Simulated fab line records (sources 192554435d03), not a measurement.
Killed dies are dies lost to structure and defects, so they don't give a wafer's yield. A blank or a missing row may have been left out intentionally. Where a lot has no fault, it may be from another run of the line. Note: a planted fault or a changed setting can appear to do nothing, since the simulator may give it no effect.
Chamber matching    flow n5-finfet    4 sister chambers for N5_BEOL_M15_ETCH_57 on rie-diel-02
The step etches SOC in N2/H2, time 750 s. 8 wafers are shown with their chamber, then 10 later ones without.

WAFERS WITH THEIR CHAMBER
wafer   chamber  showerhead-plenum-p-Torr (Torr)  throttle-valve-pct (%)
L081.1  3        2.70                             17.71
L084.1  1        2.56                             17.46
L084.2  0        2.50                             18.18
L084.5  1        2.56                             17.48
L085.5  0        2.50                             18.18
L085.6  3        2.69                             17.70
L088.1  2        2.59                             17.54
L088.5  2        2.59                             17.54

WAFERS WITHOUT THEIR CHAMBER
wafer   showerhead-plenum-p-Torr (Torr)  throttle-valve-pct (%)
L088.6  2.69                             17.74
L093.1  2.55                             17.53
L093.3  2.58                             17.56
L093.4  2.68                             17.75
L094.1  2.68                             17.75
L094.3  2.55                             17.52
L094.6  2.49                             17.74
L097.1  2.49                             17.75
L097.4  2.55                             17.54
L097.6  2.49                             17.76

WHICH CHAMBER EACH WENT THROUGH
wafer    from the rows above       in truth
L088.6   3                         3
L093.1   1                         1
L093.3   2                         2
L093.4   3                         3
L094.1   3                         3
L094.3   1                         1
L094.6   can't be placed: 2 or 1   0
L097.1   can't be placed: 2 or 1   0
L097.4   1                         1
L097.6   2                         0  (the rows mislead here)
7 of 10 placed correctly. From these rows, 2 cannot be placed; in 0 the true chamber is one of the candidates. 1 placed wrongly.
How it was worked out, from the rows above alone: a wafer's distance from a chamber is the root of the sum, over the readings, of the square of ((its reading less the chamber's mean) divided by the reading's scatter). The wafer belongs to the nearest chamber; if the next one is less than 2 further off, it can't be placed. Each chamber's mean is taken over the wafers shown for it. How the scatter is found: for the shown wafers, subtract from each reading the mean of its chamber, square and add these, divide the total by (wafers less chambers), then take the root.
